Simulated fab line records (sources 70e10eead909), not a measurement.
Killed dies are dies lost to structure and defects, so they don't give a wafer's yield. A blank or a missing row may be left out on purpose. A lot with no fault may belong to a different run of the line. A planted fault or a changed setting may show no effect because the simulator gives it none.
Struck lot and sound lot, side by side / flow nand harc / 40 steps out of a route of 1302
Sound: these wafers, L339.2, L339.5, L339.6. Wafers struck: L344.1, L344.4, L344.5. At the end, the cause is stated.
Each step with rows lists, per side, the tool, then ch with its chambers, then its first start. Under that, the readings that differ: sound wafers / struck wafers / difference of the means / sigmas: that difference in standard deviations of wafers without a fault.
alike: same words and numbers on both sides, and readings whose means sit less than 2 such deviations apart. not compared: any withheld reading, any reading some wafer has no value for, any bound like >300 that may hide the same value, and any number with overlapping values for which the record gives no deviation.
A row with sigmas, a row that says differs or no value, or rows on one side alone: a step with any of these is where the two part. Numbers that don't overlap but have no deviation are shown without sigmas and don't part them. A reading that every wafer of one side lacks parts them only if that side has two wafers or more.

NHARC_A_CHANNEL_FILL_D2_ETCHBACK_20: etches the open film in C4F8/O2/Ar, target depth 27 nm, time 13.5 s.
  sound on rie diel-09 ch 1,2, day 16 02:48; struck on rie diel-03 ch 0,2, day 18 11:10
  alike: oes product au, rf vpp V
  not compared: rf hours counter h
NHARC_A_CHANNEL_FILL_D2_STRIP_28: strips in O2, time 20 s.
  sound on rie diel-09 ch 2,3, day 16 02:53; struck on rie diel-03 ch 2,3, day 18 11:16
  alike: drypump motor current A, oes product au, rf vpp V, showerhead plenum p Torr, throttle valve pct
  not compared: rf hours counter h
then, 4 steps without rows for these wafers: NHARC_A_CHANNEL_FILL_D2_PRECLEAN_21 (cleans in dHF, time 30 s); NHARC_A_CHANNEL_FILL_D2_SRD_23; NHARC_A_CHANNEL_FILL_D2_CVD_05 (deposits poly-Si, target thk 5 nm); NHARC_A_CHANNEL_FILL_D2_ANNEAL_22 (time 7200 s).
NHARC_A_CHANNEL_FILL_D2_THK_MEAS_06: measures by ellipsometry.
  sound on film metro-01, day 16 14:33; struck on film metro-01, day 18 22:32
  alike: thk nm
then, 5 steps without rows for these wafers: NHARC_A_CHANNEL_FILL_D2_ALD_25 (deposits SiOx, target thk 60 nm, pulse time 10 s, ald cycles 600); NHARC_A_CHANNEL_FILL_D2_ETCHBACK_08 (etches the open film in C4F8, target depth 220 nm, time 110 s); NHARC_A_CHANNEL_FILL_D2_STRIP_29 (strips in O2, time 20 s); NHARC_A_CHANNEL_FILL_D2_PRECLEAN_30 (cleans in dHF, time 30 s); NHARC_A_CHANNEL_FILL_D2_SRD_31.
NHARC_A_CHANNEL_FILL_D2_CVD_09: deposits poly-Si, target thk 150 nm, time 3000 s.
  sound on lpcvd poly-02 ch 0, day 16 22:46; struck on lpcvd poly-02 ch 0, day 19 06:47
  alike: spike tc bottom C, spike tc lower C
then, 14 steps without rows for these wafers: NHARC_A_CHANNEL_FILL_D2_CMP_10 (polishes, target thk 150 nm); NHARC_A_CHANNEL_FILL_D2_SRD_12; NHARC_A_CHANNEL_FILL_D2_RTA_24 (time 5 s); NHARC_A_STAIRCASE_DEP_156 (deposits SiNx, target thk 50 nm); NHARC_A_STAIRCASE_DEHYDRATE_158 (time 120 s); NHARC_A_STAIRCASE_HMDS_159 (time 30 s); NHARC_A_STAIRCASE_COAT_160; NHARC_A_STAIRCASE_SOFTBAKE_161 (time 170 s); NHARC_A_STAIRCASE_EBR_162; NHARC_A_STAIRCASE_EXPOSE_163 (exposes mask STAIR OPEN); NHARC_A_STAIRCASE_PEB_164 (peb time 130 s); NHARC_A_STAIRCASE_DEVELOP_165 (time 140 s); NHARC_A_STAIRCASE_HARDBAKE_167 (time 140 s); NHARC_A_STAIRCASE_DESCUM_168 (chemistry O2, time 3 s).
NHARC_A_STAIRCASE_ETCH_169: etches the open film in CH3F/O2, target depth 50 nm, time 107.1 s.
  sound on rie diel-13 ch 0,1, day 17 03:38; struck on rie diel-06 ch 0,1,3, day 19 12:35
  alike: drypump motor current A, oes product au, rf vpp V, showerhead plenum p Torr, throttle valve pct
  not compared: rf hours counter h
NHARC_A_STAIRCASE_ETCH_170: etches the open film in C4F6/O2, target depth 200 nm, time 66.667 s.
  sound: rie diel-13 ch 1,2,3; struck: rie diel-06 ch 1,2,3
  alike: drypump motor current A, oes product au, rf vpp V, showerhead plenum p Torr, throttle valve pct
  not compared: rf hours counter h
NHARC_A_STAIRCASE_STRIP_171: strips in O2.
  sound on plasma asher-01 ch 0,1, day 17 03:55; struck on plasma asher-01 ch 0,1, day 19 12:49
  alike: drypump motor current A, heater power w
  not compared: rf hours counter h
then, 8 steps without rows for these wafers: NHARC_A_STAIRCASE_STRIP_172 (strips in SPM, time 900 s); NHARC_A_STAIRCASE_PRECLEAN_173 (cleans in SC1); NHARC_A_STAIRCASE_SRD_174; NHARC_A_STAIRCASE_DEHYDRATE_01 (time 120 s); NHARC_A_STAIRCASE_HMDS_02 (time 30 s); NHARC_A_STAIRCASE_COAT_03; NHARC_A_STAIRCASE_SOFTBAKE_04 (time 170 s); NHARC_A_STAIRCASE_EBR_05.
-- the record jumps here: 4 days lie between the struck wafers' starts before and after (it left off in module A_STAIRCASE and takes up again in module A_SGD_CUT, whose first step shown is number 890 of the route) --
NHARC_A_SGD_CUT_DEP_00: deposits SiNx, target thk 50 nm.
  sound on pecvd-03 ch 0,1,2, day 20 16:49; struck on pecvd-03 ch 0,1, day 23 07:18
reading=hold; sound=- - -; struck=await dispo/2.4h/release await dispo/2.4h/release await dispo/2.4h/release; difference=no value on the sound wafers; sigmas=
  alike: heater power w, susceptor temp C
-- break in the record here, with 6 days between the starts of the struck wafers on either side (left off in module A_SGD_CUT, picked up again in module END, where the first step shown is number 1302 on the route) --
NHARC_END_SORT_01:
  at this point the record logs the struck wafers (prober-02 ch 0, day 29 11:32) and has no rows for the sound ones

== WHERE THEY PART ==
Earliest at NHARC_A_SGD_CUT_DEP_00; latest, in this record, at NHARC_END_SORT_01.

WHY: what had been put in by the simulator
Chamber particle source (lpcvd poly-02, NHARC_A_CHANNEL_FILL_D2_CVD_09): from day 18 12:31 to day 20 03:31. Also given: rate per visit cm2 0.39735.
